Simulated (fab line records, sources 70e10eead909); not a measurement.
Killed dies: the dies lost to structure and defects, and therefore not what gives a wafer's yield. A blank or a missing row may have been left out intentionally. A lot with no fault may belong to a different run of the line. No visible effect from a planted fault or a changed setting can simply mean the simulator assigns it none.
Chamber matching / flow nand harc / 3 sister chambers for NHARC_THIN_TSV_DEP_47 on pecvd-03
The step deposits SiO2, target thk 200 nm. 3 wafers are shown with their chamber, then 7 later ones without.

WAFERS WITH THEIR CHAMBER
wafer=L092.6; chamber=1; throttle valve pct (%)=16.0
wafer=L095.1; chamber=0; throttle valve pct (%)=15.9
wafer=L095.2; chamber=2; throttle valve pct (%)=15.5

WAFERS WHOSE CHAMBER IS MISSING
wafer=L095.4; throttle valve pct (%)=15.3
wafer=L097.1; throttle valve pct (%)=15.7
wafer=L097.4; throttle valve pct (%)=15.9
wafer=L097.5; throttle valve pct (%)=15.9
wafer=L094.3; throttle valve pct (%)=15.7
wafer=L094.4; throttle valve pct (%)=16.0
wafer=L094.6; throttle valve pct (%)=15.6

THE CHAMBER EACH PASSED THROUGH
wafer=L095.4; from the rows above=2; in truth=2
wafer=L097.1; from the rows above=can't be placed: 2 or 0 or 1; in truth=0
wafer=L097.4; from the rows above=can't be placed: 0 or 1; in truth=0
wafer=L097.5; from the rows above=can't be placed: 0 or 1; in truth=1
wafer=L094.3; from the rows above=can't be placed: 2 or 0 or 1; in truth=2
wafer=L094.4; from the rows above=can't be placed: 1 or 0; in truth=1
wafer=L094.6; from the rows above=can't be placed: 2 or 0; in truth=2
1 of 7 placed correctly. Not placeable from these rows: 6 (in 6, the candidates include the true chamber). Wrongly placed: 0.
How it was worked out, from the rows above alone: a wafer's distance from a chamber is the root of the sum, over the readings, of the square of ((its reading less the chamber's mean) divided by the reading's scatter). The wafer belongs to the nearest chamber; if the next one is less than 2 further off, it can't be placed. For every chamber, the mean is computed from those of its wafers that are shown. The scatter: root of mean squared gap, hidden wafer to nearest shown wafer, with one shown wafer a chamber.
